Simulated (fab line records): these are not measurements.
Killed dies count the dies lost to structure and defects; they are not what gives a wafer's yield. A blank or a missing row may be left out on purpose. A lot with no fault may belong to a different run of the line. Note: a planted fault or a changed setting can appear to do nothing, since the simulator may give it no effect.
Split-lot experiment ; flow n5 finfet ; route with 1938 steps; 7 lots, 21 wafers read

THE SPLIT
At N5_BEOL_M9_HM_DEP_02 (deposits TiN, target thk 20 nm), the setting target thk a was moved away from the recipe's 200 angstrom on 9 of the 21 wafers read, by -7.0% to +10.7%. For the rest of the wafers, this setting stayed at what the recipe calls for.

The split's own step is where the reading is taken.

THE READING
TiN_of_BEOL_M9_HM_DEP_02.thk nm (the simulator's own value, which no gauge read), in nm, at N5_BEOL_M9_HM_DEP_02 (deposits TiN, target thk 20 nm). The file gives no usual value for it. Average 20.1 nm, standard deviation 0.2 nm, over the 12 wafers here run with the recipe.

wafer;tool, chamber at the split;target thk a as run, angstrom;against the recipe;TiN_of_BEOL_M9_HM_DEP_02.thk nm, nm;against lot-mates on the recipe
L074.4;pvd sputter-01, -;200;recipe;20.2;-
L074.6;pvd sputter-01, -;200;recipe;20.2;-
L074.5;pvd sputter-01, -;186;-7.0%;18.4;-1.8
L075.3;pvd sputter-01, -;200;recipe;20.2;-
L075.5;pvd sputter-01, -;192.9;-3.5%;19.2;-1.0
L075.6;pvd sputter-01, -;192.9;-3.5%;19.6;-0.6
L083.1;pvd sputter-01, -;221.4;+10.7%;22.2;+2.4
L083.2;pvd sputter-01, -;221.4;+10.7%;22.2;+2.4
L083.5;pvd sputter-01, -;200;recipe;19.8;-
L082.2;pvd sputter-03, -;221;+10.5%;22;+2.2
L082.3;pvd sputter-03, -;200;recipe;19.8;-
L082.5;pvd sputter-03, -;221;+10.5%;21.8;+2.0
L084.1;pvd sputter-03, -;200;recipe;20.4;-
L084.3;pvd sputter-03, -;200;recipe;20.2;-
L084.4;pvd sputter-03, -;200;recipe;20.2;-
L085.3;pvd sputter-03, -;200;recipe;19.8;-
L085.4;pvd sputter-03, -;200;recipe;19.8;-
L085.6;pvd sputter-03, -;200;recipe;20;-
L092.2;pvd sputter-02, -;212.1;+6.0%;21.4;+1.4
L092.3;pvd sputter-02, -;212.1;+6.0%;21.2;+1.2
L092.5;pvd sputter-02, -;200;recipe;20;-

FIT RESULTS
A straight line over all 21 wafers: TiN_of_BEOL_M9_HM_DEP_02.thk nm changes by +0.196 nm for each +1% of target thk a; r = +0.98; the points scatter about the line by 0.2 nm.
The same after taking each lot's own level away (the mean of its wafers on the recipe; 21 wafers): +0.219 nm for each +1%; r = +0.99; scatter 0.13 nm.
The reading moves by 2.3 nm for the largest change in target thk a, on that fit.
The lots' own levels span 19.80 to 20.27 nm, that is 2.3 times the standard deviation above.
So the slope is not independent of the lot-to-lot level: the two fits are not the same.
Check: +2.29 nm against its lot-mates is what the line predicts for one of the wafers moved furthest among these (+10.7%) when that wafer is left out of the fit. Against them it came out at +2.4 nm.

THESE WAFERS: OTHER SPLITS
Note: prior to the reading, these wafers also went through further splits. Each is held against what the fit with the lots' levels taken away leaves over:
other split on the same wafers;wafers away from the commonest value;r with TiN_of_BEOL_M9_HM_DEP_02.thk nm (lot level and that fit taken away)
N5_BEOL_M5_EXPOSE_25 dose mj;5;+0.17
N5_BEOL_M6_DEP_56 time s;6;-0.32
N5_BEOL_M7_ILD_DEP_00 time s;6;+0.41
N5_BEOL_M8_ETCH_65 source w;6;-0.04
N5_BEOL_M8_ETCH_66 bias w;11;+0.00

FILE'S OWN FIT
TiN_of_BEOL_M9_HM_DEP_02.thk nm changes by +0.22 nm for each +1% of target thk a, r = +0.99.
